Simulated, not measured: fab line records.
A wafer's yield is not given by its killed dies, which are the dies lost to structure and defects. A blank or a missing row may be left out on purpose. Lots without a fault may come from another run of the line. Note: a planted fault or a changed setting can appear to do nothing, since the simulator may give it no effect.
fab line records | flow nand-harc
[record] lots = 12 | wafers = 36 | last-day = 33
route steps=1302 shown A_CHANNEL_HOLE_D2@608 A_CHANNEL_FILL_D2@614 END@1302
lots that met no fault: from a run of the same line without faults
start-h: hours from the record's first day to the start of the lot's first wafer shown | wait-h: hours elapsed since this lot's preceding step | " unchanged from the row above | L1.1+2: a row that stands for several wafers | - no value, or no start was given | * or withheld: withheld | < > ~ a bound
route shown NAME@n: names a module that has steps shown in the file, with the first one's number in the route | usual: the fault-free wafers' mean and standard deviation | same: alike in all rows | chamber/n: place in a boat | sites: the reading at each site | _std_site: their standard deviation | _edge_site: inner sites' mean taken away from outer sites' mean | radius-mm: how far each site lies from the wafer's centre | mask NAME#n: copy n | behind: the tool/chamber that last shaped the wafer | hold: what put the lot on hold/how long, in hours/how the hold closed | device: the n, p or np transistor that did not switch | end of line: tests of these same wafers at the route's end | for a step that has no rows: nothing shown but its recipe | killed: the dies lost at the first sort to structure and to defects; this is not the yield of the wafer | map: dies across one wafer; x = killed, . = not, _ = none there
set.NAME: setting as actually run; set.NAME@STEP: the setting as run at that earlier step | model.NAME: the simulator's own value behind a step, which no gauge read
route steps across a sampled set of lots; one table per step, one row per wafer
services: the hour from which a tool's chamber was out of use, counted from the record's first day as start-h (under 0 if before that day), plus the number of hours and why
[[steps]]
[step NHARC_A_CHANNEL_HOLE_D2_XSEM_32]
[recipe] landing-energy-ev = 35000
[usual] bot-cd-nm = 74.8/1.4 | bow-nm = 8.63/0.22 | tilt-deg = 0.08/0.048
lot.wafer | tool    | chamber | start-h | wait-h | bot-cd-nm | bow-nm | tilt-deg
L172.2    | xsem-01 | 0       | 286.49  | 0.1    | 75.4      | 8.24   | 0.14
L172.5    | "       | 0       | "       | "      | 76.5      | 8.36   | 0.14
L172.6    | "       | 0       | "       | "      | 74.6      | 8.37   | 0.14
L175.2    | xsem-01 | 0       | 321.82  | 0.1    | 73.7      | 8.69   | 0.18
L175.3    | "       | 0       | "       | "      | 74.5      | 8.72   | 0.18
L175.6    | "       | 0       | "       | "      | 73.1      | 8.53   | 0.18
L176.1    | xsem-01 | 0       | 336.50  | 0.1    | 77.1      | 9.01   | 0.16
L176.2    | "       | 0       | "       | "      | 74.4      | 8.94   | 0.16
L176.3    | "       | 0       | "       | "      | 76.0      | 8.92   | 0.16
L182.3    | xsem-01 | 0       | 402.64  | 0.1    | 72.1      | 8.75   | 0.10
L182.4    | "       | 0       | "       | "      | 73.6      | 8.84   | 0.10
L182.5    | "       | 0       | "       | "      | 77.7      | 8.76   | 0.10
L183.1    | xsem-02 | 0       | 402.75  | 0.1    | 73.6      | 8.40   | 0.11
L183.2    | "       | 0       | "       | "      | 75.4      | 8.39   | 0.10
L183.6    | "       | 0       | "       | "      | 74.5      | 8.42   | 0.10
L184.2    | xsem-02 | 0       | 412.20  | 0.1    | 75.2      | 8.35   | 0.08
L184.3    | "       | 0       | "       | "      | 75.6      | 8.25   | 0.08
L184.5    | "       | 0       | "       | "      | 73.0      | 8.36   | 0.08
L187.2    | xsem-01 | 0       | 450.91  | 0.1    | 74.3      | 8.81   | 0.05
L187.3    | "       | 0       | "       | "      | 74.1      | 8.86   | 0.05
L187.5    | "       | 0       | "       | "      | 73.8      | 8.87   | 0.05
L189.2    | xsem-02 | 0       | 456.63  | 0.1    | 75.0      | 8.69   | 0.05
L189.4    | "       | 0       | "       | "      | 73.9      | 8.70   | 0.05
L189.5    | "       | 0       | "       | "      | 74.5      | 8.62   | 0.05
L188.2    | xsem-01 | 0       | 457.35  | 0.1    | 74.4      | 8.89   | 0.02
L188.3    | "       | 0       | "       | "      | 73.6      | 8.92   | 0.02
L188.6    | "       | 0       | "       | "      | 73.0      | 8.87   | 0.02
L190.2    | xsem-01 | 0       | 482.56  | 0.1    | 77.1      | 8.68   | 0.07
L190.5    | "       | 0       | "       | "      | 74.9      | 8.66   | 0.07
L190.6    | "       | 0       | "       | "      | 76.1      | 8.58   | 0.07
L191.1    | xsem-02 | 0       | 487.40  | 0.1    | 74.1      | 8.49   | 0.10
L191.2    | "       | 0       | "       | "      | 74.7      | 8.47   | 0.10
L191.4    | "       | 0       | "       | "      | 74.9      | 8.44   | 0.10
L195.3    | xsem-01 | 0       | 530.37  | 0.1    | 75.1      | 8.28   | 0.05
L195.5    | "       | 0       | "       | "      | 74.6      | 8.33   | 0.05
L195.6    | "       | 0       | "       | "      | 74.4      | 8.25   | 0.05
[step NHARC_A_CHANNEL_FILL_D2_ALD_14]
[recipe] target-thk-a = 25 | pulse-time-s = 10 | ald-cycles = 25 | temp-c = 300 | material = SiO2
[usual] heater-power-w = 480/56 | precursor-pulse-height-rel = 0.997/0.022
lot.wafer | tool      | chamber | start-h | wait-h | heater-power-w | precursor-pulse-height-rel
L172.2    | ald-hk-02 | 0       | 293.46  | 0.1    | 590            | 1.004
L172.5    | "         | 2       | "       | "      | 391            | 0.978
L172.6    | "         | 3       | "       | "      | 459            | 0.977
L175.3    | ald-hk-02 | 3       | 329.25  | 0.1    | 454            | 0.971
L175.2    | "         | 0       | "       | "      | 575            | 0.963
L175.6    | "         | 1       | "       | "      | 482            | 0.998
L176.2    | ald-hk-01 | 1       | 343.84  | 0.0    | 501            | 0.995
L176.3    | "         | 3       | "       | "      | 502            | 0.952
L176.1    | "         | 0       | "       | "      | 435            | 0.981
L182.4    | ald-hk-01 | 3       | 409.98  | 0.0    | 526            | 0.994
L182.3    | "         | 2       | "       | "      | 486            | 0.965
L182.5    | "         | 3       | "       | "      | 515            | 1.007
L183.2    | ald-hk-02 | 3       | 410.05  | 0.1    | 441            | 0.988
L183.1    | "         | 0       | "       | "      | 584            | 1.022
L183.6    | "         | 2       | "       | "      | 376            | 0.962
L184.3    | ald-hk-02 | 2       | 419.63  | 0.1    | 378            | 1.035
L184.2    | "         | 3       | "       | "      | 438            | 1.000
L184.5    | "         | 0       | "       | "      | 597            | 1.003
L187.2    | ald-hk-02 | 1       | 458.70  | 0.0    | 504            | 0.988
L187.3    | "         | 3       | "       | "      | 441            | 0.956
L187.5    | "         | 1       | "       | "      | 508            | 1.002
L188.3    | ald-hk-03 | 1       | 464.07  | 0.1    | 490            | 0.983
L188.2    | "         | 3       | "       | "      | 490            | 1.000
L188.6    | "         | 0       | "       | "      | 424            | 0.989
L189.2    | ald-hk-02 | 2       | 464.07  | 0.1    | 381            | 1.043
L189.4    | "         | 0       | "       | "      | 573            | 0.989
L189.5    | "         | 2       | "       | "      | 380            | 0.993
L190.2    | ald-hk-03 | 0       | 491.29  | 0.1    | 432            | 0.988
L190.6    | "         | 2       | "       | "      | 552            | 1.039
L190.5    | "         | 3       | "       | "      | 489            | 1.002
L191.2    | ald-hk-03 | 0       | 494.68  | 0.1    | 432            | 0.988
L191.4    | "         | 1       | "       | "      | 493            | 1.020
L191.1    | "         | 2       | "       | "      | 543            | 1.003
L195.3    | ald-hk-02 | 1       | 537.67  | 0.0    | 487            | 0.982
L195.6    | "         | 1       | "       | "      | 506            | 0.978
L195.5    | "         | 2       | "       | "      | 401            | 0.974
[step NHARC_A_CHANNEL_FILL_D2_ETCHBACK_19]
[recipe] target-depth-a = 50 | time-s = 1.7 | hbr-flow-sccm = 150 | cl2-flow-sccm = 50 | rf-w = 400 | icp-w = 400 | bias-w = 100 | chemistry = HBr/Cl2
[usual] bias-w = 99.9/0.31 | drypump-motor-current-A = 5.7/0.36 | he-backside-leak-sccm = 2.60/0.25 | mfc-cl2-sccm = 50.02/0.16 | oes-product-au = 1.001/0.01 | throttle-valve-pct = 26.406/0.0094
lot.wafer | tool      | chamber | start-h | wait-h | bias-w | drypump-motor-current-A | he-backside-leak-sccm | mfc-cl2-sccm | oes-product-au | rf-hours-counter-h | throttle-valve-pct
L172.2    | rie-si-03 | 3       | 312.91  | 0.4    | 99.8   | 6.4                     | 3.06                  | 49.94        | 0.987          | 0.4                | 26.402
L172.5    | "         | 3       | "       | "      | 100.3  | 6.4                     | 3.08                  | 49.98        | 0.992          | -                  | 26.432
L172.6    | "         | 0       | "       | "      | 100.3  | 5.8                     | 2.73                  | 50.05        | 1.006          | -                  | 26.402
L175.2    | rie-si-06 | 3       | 347.19  | 0.4    | 99.5   | 5.4                     | 2.77                  | 49.85        | 0.991          | 0.6                | 26.414
L175.3    | "         | 0       | "       | "      | 99.6   | 5.1                     | 2.51                  | 50.18        | 0.977          | 0.5                | 26.396
L175.6    | "         | 3       | "       | "      | 99.5   | 5.4                     | 2.67                  | 50.03        | 0.986          | -                  | 26.392
L176.1    | rie-si-03 | 2       | 360.91  | 0.4    | 99.3   | 5.5                     | 2.50                  | 49.72        | 0.998          | 0.8                | 26.412
L176.2    | "         | 0       | "       | "      | 100.0  | 5.8                     | 2.72                  | 50.29        | 1.006          | 0.8                | 26.419
L176.3    | "         | 1       | "       | "      | 99.4   | 5.8                     | 2.51                  | 50.09        | 0.994          | 0.8                | 26.414
L182.3    | rie-si-05 | 2       | 426.51  | 0.4    | 99.9   | 5.8                     | 2.32                  | 49.75        | 1.008          | 0.7                | 26.408
L182.4    | "         | 3       | "       | "      | 99.5   | 5.7                     | 2.88                  | 50.06        | 1.003          | 0.6                | 26.406
L182.5    | "         | 1       | "       | "      | 100.0  | 6.2                     | 2.34                  | 49.99        | 1.001          | -                  | 26.423
L183.1    | rie-si-03 | 2       | 426.51  | 0.4    | 99.9   | 5.5                     | 2.28                  | 50.03        | 1.026          | 0.1                | 26.406
L183.2    | "         | 0       | "       | "      | 100.1  | 5.8                     | 2.69                  | 50.16        | 1.004          | 0.1                | 26.399
L183.6    | "         | 2       | "       | "      | 99.8   | 5.5                     | 2.27                  | 49.89        | 1.035          | -                  | 26.404
L184.3    | rie-si-03 | 2       | 436.61  | 0.4    | 100.1  | 5.6                     | 2.48                  | 49.98        | 1.021          | 0.2                | 26.392
L184.2    | "         | 0       | "       | "      | 100.1  | 5.8                     | 2.83                  | 49.99        | 0.995          | 0.1                | 26.394
L184.5    | "         | 2       | "       | "      | 99.8   | 5.6                     | 2.50                  | 50.12        | 1.020          | -                  | 26.400
L187.2    | rie-si-05 | 0       | 475.88  | 0.4    | 100.0  | 5.8                     | 2.98                  | 49.81        | 0.995          | 1.0                | 26.407
L187.3    | "         | 3       | "       | "      | 100.5  | 5.7                     | 2.81                  | 49.95        | 0.999          | 1.0                | 26.416
L187.5    | "         | 1       | "       | "      | 99.7   | 6.2                     | 2.38                  | 50.01        | 0.991          | -                  | 26.417
L188.3    | rie-si-06 | 0       | 481.11  | 0.4    | 100.0  | 5.1                     | 2.56                  | 50.05        | 0.994          | 0.3                | 26.411
L188.2    | "         | 2       | "       | "      | 100.0  | 5.4                     | 2.37                  | 50.23        | 1.003          | 0.3                | 26.421
L188.6    | "         | 0       | "       | "      | 100.0  | 5.1                     | 2.50                  | 50.18        | 0.997          | -                  | 26.408
L189.4    | rie-si-05 | 3       | 481.12  | 0.4    | 99.5   | 5.6                     | 2.80                  | 50.33        | 0.997          | 1.0                | 26.394
L189.2    | "         | 0       | "       | "      | 100.1  | 5.8                     | 2.95                  | 49.93        | 0.983          | 1.1                | 26.411
L189.5    | "         | 2       | "       | "      | 100.0  | 5.9                     | 2.35                  | 49.94        | 1.009          | -                  | 26.402
L190.2    | rie-si-06 | 2       | 508.41  | 0.4    | 100.3  | 5.4                     | 2.35                  | 50.09        | 1.012          | 0.4                | 26.411
L190.5    | "         | 1       | "       | "      | 99.7   | 6.0                     | 2.63                  | 50.06        | 0.995          | -                  | 26.403
L190.6    | "         | 2       | "       | "      | 100.4  | 5.4                     | 2.50                  | 49.95        | 1.001          | -                  | 26.416
L191.2    | rie-si-06 | 0       | 512.21  | 0.4    | 99.6   | 5.1                     | 2.65                  | 50.34        | 1.009          | 0.4                | 26.419
L191.1    | "         | 1       | "       | "      | 100.4  | 6.0                     | 2.44                  | 49.77        | 0.978          | 0.4                | 26.396
L191.4    | "         | 3       | "       | "      | 99.7   | 5.3                     | 2.46                  | 50.15        | 1.009          | 0.4                | 26.411
L195.3    | rie-si-05 | 3       | 557.80  | 0.4    | 100.0  | 5.7                     | 2.88                  | 49.99        | 0.996          | 0.4                | 26.394
L195.5    | "         | 2       | "       | "      | 99.5   | 5.9                     | 2.35                  | 49.96        | 1.016          | -                  | 26.416
L195.6    | "         | 3       | "       | "      | 100.2  | 5.7                     | 2.97                  | 50.12        | 1.003          | -                  | 26.401
[step NHARC_A_CHANNEL_FILL_D2_STRIP_28]
[recipe] time-s = 20 | o2-flow-sccm = 500 | ar-flow-sccm = 0 | bias-w = 0 | chemistry = O2
[usual] bias-w = 0/0 | chamber-pressure-mTorr = 60.00/0.056 | drypump-motor-current-A = 5.61/0.27 | oes-product-au = 0.998/0.0097 | rf-vpp-V = 57.8/0.88 | showerhead-plenum-p-Torr = 3.51/0.15 | throttle-valve-pct = 17.037/0.0096
lot.wafer | tool        | chamber | start-h | wait-h | bias-w | chamber-pressure-mTorr | drypump-motor-current-A | oes-product-au | rf-hours-counter-h | rf-vpp-V | showerhead-plenum-p-Torr | throttle-valve-pct
L172.2    | rie-diel-12 | 1       | 313.14  | 0.1    | 0      | 59.99                  | 5.68                    | 0.991          | 1                  | 57.2     | 3.47                     | 17.023
L172.5    | "           | 3       | "       | "      | 0      | 59.97                  | 5.73                    | 0.992          | -                  | 58.6     | 3.60                     | 17.041
L172.6    | "           | 0       | "       | "      | 0      | 60.13                  | 5.51                    | 1.000          | -                  | 57.0     | 3.43                     | 17.039
L175.3    | rie-diel-12 | 1       | 347.41  | 0.1    | 0      | 59.93                  | 5.67                    | 0.993          | 2                  | 56.4     | 3.47                     | 17.050
L175.2    | "           | 2       | "       | "      | 0      | 59.98                  | 5.70                    | 1.009          | 2                  | 56.9     | 3.32                     | 17.026
L175.6    | "           | 2       | "       | "      | 0      | 60.06                  | 5.68                    | 1.000          | -                  | 58.2     | 3.32                     | 17.035
L176.3    | rie-diel-10 | 3       | 361.13  | 0.1    | 0      | 60.06                  | 5.56                    | 1.014          | 2                  | 57.5     | 3.37                     | 17.046
L176.1    | "           | 0       | "       | "      | 0      | 59.92                  | 5.69                    | 0.978          | 4                  | 57.1     | 3.73                     | 17.038
L176.2    | "           | 2       | "       | "      | 0      | 59.95                  | 5.04                    | 0.987          | 4                  | 58.8     | 3.57                     | 17.051
L182.3    | rie-diel-12 | 2       | 426.72  | 0.1    | -      | -                      | -                       | -              | -                  | -        | -                        | -
L182.4    | "           | 0       | "       | "      | -      | -                      | -                       | -              | -                  | -        | -                        | -
L182.5    | "           | 1       | "       | "      | -      | -                      | -                       | -              | -                  | -        | -                        | -
L183.1    | rie-diel-04 | 1       | 426.72  | 0.1    | -      | -                      | -                       | -              | -                  | -        | -                        | -
L183.2    | "           | 3       | "       | "      | -      | -                      | -                       | -              | -                  | -        | -                        | -
L183.6    | "           | 1       | "       | "      | -      | -                      | -                       | -              | -                  | -        | -                        | -
L184.2    | rie-diel-12 | 3       | 436.82  | 0.1    | -      | -                      | -                       | -              | -                  | -        | -                        | -
L184.3    | "           | 1       | "       | "      | -      | -                      | -                       | -              | -                  | -        | -                        | -
L184.5    | "           | 3       | "       | "      | -      | -                      | -                       | -              | -                  | -        | -                        | -
L187.2    | rie-diel-12 | 2       | 476.10  | 0.1    | 0      | 60.01                  | 5.72                    | 1.009          | 0                  | 55.5     | 3.32                     | 17.039
L187.3    | "           | 0       | "       | "      | 0      | 59.91                  | 5.51                    | 0.996          | 0                  | 57.4     | 3.42                     | 17.029
L187.5    | "           | 2       | "       | "      | 0      | 59.91                  | 5.71                    | 1.007          | -                  | 58.0     | 3.32                     | 17.036
L189.4    | rie-diel-10 | 1       | 481.32  | 0.1    | 0      | 60.06                  | 5.55                    | 1.010          | 1                  | 58.5     | 3.74                     | 17.033
L189.2    | "           | 2       | "       | "      | 0      | 60.00                  | 5.00                    | 0.996          | 2                  | 56.6     | 3.56                     | 17.054
L189.5    | "           | 2       | "       | "      | 0      | 59.95                  | 5.00                    | 0.990          | -                  | 57.5     | 3.56                     | 17.044
L188.2    | rie-diel-12 | 3       | 481.32  | 0.1    | 0      | 60.07                  | 5.73                    | 0.995          | 0                  | 56.7     | 3.60                     | 17.038
L188.3    | "           | 0       | "       | "      | 0      | 60.04                  | 5.49                    | 0.985          | 0                  | 57.0     | 3.42                     | 17.027
L188.6    | "           | 2       | "       | "      | 0      | 59.94                  | 5.72                    | 0.993          | -                  | 58.2     | 3.32                     | 17.036
L190.2    | rie-diel-12 | 0       | 508.62  | 0.1    | 0      | 59.96                  | 5.50                    | 1.001          | 1                  | 57.1     | 3.42                     | 17.045
L190.6    | "           | 3       | "       | "      | 0      | 59.95                  | 5.73                    | 0.995          | -                  | 58.5     | 3.60                     | 17.039
L190.5    | "           | 0       | "       | "      | 0      | 59.97                  | 5.50                    | 1.005          | -                  | 58.3     | 3.42                     | 17.044
L191.4    | rie-diel-04 | 0       | 512.44  | 0.1    | 0      | 60.05                  | 6.57                    | 1.009          | 22                 | 56.2     | 3.68                     | 17.047
L191.2    | "           | 1       | "       | "      | 0      | 59.94                  | 5.94                    | 0.988          | 22                 | 57.2     | 3.41                     | 17.053
L191.1    | "           | 3       | "       | "      | 0      | 59.99                  | 5.66                    | 0.993          | 24                 | 57.3     | 3.37                     | 17.051
L195.3    | rie-diel-12 | 2       | 558.01  | 0.1    | 0      | 59.92                  | 5.70                    | 0.999          | 2                  | 57.8     | 3.32                     | 17.021
L195.5    | "           | 0       | "       | "      | 0      | 60.07                  | 5.50                    | 1.007          | -                  | 57.3     | 3.42                     | 17.032
L195.6    | "           | 1       | "       | "      | 0      | 60.00                  | 5.67                    | 1.008          | -                  | 57.7     | 3.47                     | 17.059
[step NHARC_END_SORT_01]
[recipe] temp-c = 25
[usual] killed-at-array = 53/19 | killed-at-other = 0.7/1.1 | killed-at-periphery = 4.2/2.7 | killed-dies = 58/18 | killed-open = 3.1/1.9 | killed-short = 2.5/1.6
[same] gross-dies = 677
lot.wafer | tool      | chamber | start-h | wait-h | killed-at-array | killed-at-other | killed-at-periphery | killed-dies | killed-open | killed-short
L184.2    | prober-01 | 0       | 663.29  | 2.8    | 667             | 2               | 8                   | 677         | 4           | 3
L184.3    | prober-01 | 0       | 664.09  | 3.1    | 667             | 1               | 9                   | 677         | 2           | 0
L184.5    | prober-01 | 0       | 665.69  | 3.7    | 671             | 2               | 4                   | 677         | 1           | 3
L182.3    | prober-02 | 0       | 664.05  | 3.1    | 669             | 0               | 8                   | 677         | 2           | 4
L182.4    | prober-02 | 0       | 664.85  | 3.4    | 675             | 1               | 1                   | 677         | 1           | 1
L182.5    | prober-02 | 0       | 665.65  | 3.7    | 666             | 3               | 8                   | 677         | 3           | 1
L183.1    | prober-02 | 0       | 670.22  | 2.5    | 675             | 0               | 2                   | 677         | 4           | 1
L183.2    | prober-02 | 0       | 671.02  | 2.8    | 676             | 0               | 1                   | 677         | 3           | 2
L183.6    | prober-02 | 0       | 674.21  | 4.0    | 673             | 2               | 2                   | 677         | 7           | 3
// killed by level:class
L184.2 A_CHANNEL_FILL_D2:area-strip=577 A_SLIT:chamber-film-flake=26 A_CHANNEL_HOLE_D2:chamber-film-flake=23 A_CHANNEL_HOLE_D1:chamber-film-flake=22 P_ZERO_WELL:chamber-film-flake=6 A_BONDPAD:chamber-film-flake=4 A_CONTACT:chamber-film-flake=4 P_BONDPAD:chamber-film-flake=2
L182.3 A_CHANNEL_FILL_D2:area-strip=631 A_CHANNEL_HOLE_D1:chamber-film-flake=18 A_STAIRCASE:chamber-film-flake=6 P_M1:chamber-film-flake=6 A_CONTACT:chamber-film-flake=3 A_ONON_D2:geometric-particle:short=2 A_CHANNEL_HOLE_D2:chamber-film-flake=2 A_DECK1_JOINT:chamber-film-flake=2
L184.3 A_CHANNEL_FILL_D2:area-strip=583 A_CHANNEL_HOLE_D1:chamber-film-flake=36 A_SLIT:chamber-film-flake=26 A_CHANNEL_HOLE_D2:chamber-film-flake=8 A_CONTACT:chamber-film-flake=7 P_ZERO_WELL:chamber-film-flake=5 A_BONDPAD:chamber-film-flake=4 P_BONDPAD:chamber-film-flake=3
L182.4 A_CHANNEL_FILL_D2:area-strip=624 A_CHANNEL_HOLE_D1:chamber-film-flake=34 A_CONTACT:chamber-film-flake=4 A_BONDPAD:chamber-film-flake=3 A_CHANNEL_FILL_D2:chamber-film-flake=2 A_STAIRCASE:chamber-film-flake=2 A_CHANNEL_HOLE_D2:geometric-particle:open=1 A_WL_FILL:geometric-particle:short=1
L182.5 A_CHANNEL_FILL_D2:area-strip=628 A_CHANNEL_HOLE_D1:chamber-film-flake=26 P_M1:chamber-film-flake=6 A_STAIRCASE:chamber-film-flake=4 THIN_TSV:chamber-film-flake=3 A_M0:geometric-particle:open=2 P_CONTACT:chamber-film-flake=2 A_WL_FILL:chamber-film-flake=2
L184.5 A_CHANNEL_FILL_D2:area-strip=582 A_SLIT:chamber-film-flake=34 A_CHANNEL_HOLE_D1:chamber-film-flake=33 A_CHANNEL_HOLE_D2:chamber-film-flake=14 P_BONDPAD:chamber-film-flake=3 A_CONTACT:chamber-film-flake=3 THIN_TSV:chamber-film-flake=2 P_M0:geometric-particle:short=1
L183.1 A_CHANNEL_FILL_D2:area-strip=613 A_SLIT:chamber-film-flake=26 A_CHANNEL_HOLE_D2:chamber-film-flake=22 A_CHANNEL_HOLE_D1:chamber-film-flake=5 A_M0:geometric-particle:open=2 A_STAIRCASE:chamber-film-flake=2 A_CONTACT:chamber-film-flake=2 P_CONTACT:geometric-particle:open=1
L183.2 A_CHANNEL_FILL_D2:area-strip=614 A_SLIT:chamber-film-flake=37 A_CHANNEL_HOLE_D2:chamber-film-flake=15 A_ONON_D1:geometric-particle:short=1 A_ONON_D2:geometric-particle:short=1 A_ONON_D2:geometric-particle:open=1 A_SGD_CUT:geometric-particle:open=1 A_BLC:geometric-particle:open=1
L183.6 A_CHANNEL_FILL_D2:area-strip=630 A_SLIT:chamber-film-flake=20 A_CHANNEL_HOLE_D2:chamber-film-flake=6 A_BONDPAD:chamber-film-flake=3 A_WL_FILL:geometric-particle:open=2 A_STAIRCASE:chamber-film-flake=2 P_CONTACT:geometric-particle:open=1 A_SOURCE_PLATE:geometric-particle:short=1
[[services]]
tool        | chamber | start-h | hours | kind
rie-diel-12 | -       | 268.40  | 9.0   | pm
rie-diel-10 | 3       | 281.25  | 22.6  | repair
rie-si-05   | -       | 305.00  | 9.0   | pm
rie-si-06   | 1       | 333.46  | 6.0   | repair
xsem-02     | -       | 338.09  | 0.5   | repair
ald-hk-02   | -       | 349.62  | 10.0  | pm
rie-si-06   | -       | 366.08  | 5.2   | repair
xsem-01     | -       | 374.00  | 14.0  | pm
rie-diel-12 | 3       | 374.37  | 14.6  | repair
rie-si-03   | -       | 387.13  | 0.3   | repair
rie-si-03   | -       | 389.93  | 0.1   | repair
rie-si-05   | 0       | 393.72  | 5.8   | repair
rie-si-03   | -       | 398.00  | 9.0   | pm
rie-diel-12 | 3       | 401.67  | 8.2   | repair
rie-si-06   | -       | 426.00  | 9.0   | pm
rie-diel-12 | -       | 445.40  | 9.0   | pm
xsem-01     | -       | 459.72  | 1.0   | repair
rie-si-03   | 0       | 476.38  | 2.0   | repair
rie-si-03   | 3       | 478.34  | 3.8   | repair
rie-si-05   | -       | 482.00  | 9.0   | pm
rie-si-05   | 0       | 513.85  | 7.2   | repair
ald-hk-02   | -       | 527.62  | 10.0  | pm
rie-diel-12 | 3       | 536.99  | 7.4   | repair
rie-si-06   | 3       | 543.45  | 2.8   | repair
[[key]]
[first-sign] step = NHARC_A_CHANNEL_FILL_D2_STRIP_28 | reading = tool-record | direction = missing
[effect] step = NHARC_END_SORT_01 | reading = killed-dies | direction = up | sigmas = 34 | usual = 58 | struck = 677
[more-kills-born-at] NHARC_A_CHANNEL_FILL_D2_STRIP_28@rie-diel-12 = 3624 | NHARC_A_CHANNEL_FILL_D2_STRIP_28@rie-diel-04 = 1856
met-at NHARC_A_CHANNEL_FILL_D2_STRIP_28
struck-lots L182,L183,L184
later-rows-left-out L182.3,L182.4,L182.5,L183.1,L183.2,L183.6,L184.2,L184.3,L184.5
tester-left-out L182,L183,L184
not-acting-at NHARC_A_CHANNEL_HOLE_D2_XSEM_32,NHARC_A_CHANNEL_FILL_D2_ALD_14,NHARC_A_CHANNEL_FILL_D2_ETCHBACK_19
onset-between 347.41 426.72
[fault] kind = skipped-step-whole | tool = rie-diel-04,rie-diel-12 | chamber = - | onset-h = 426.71 | steps = NHARC_A_CHANNEL_FILL_D2_STRIP_28 | scope = struck-lots-only
// tester-left-out: of these lots the tester's yield and bins aren't shown, on N5 and GAA mostly nor the transistor test; their killed dies are dies lost to structure and defects alone, not to doping, threshold or leakage, so they don't give the yield
// later-rows-left-out: the simulator's readings of these wafers behind a module that went badly wrong aren't trusted and aren't shown, but for the sort
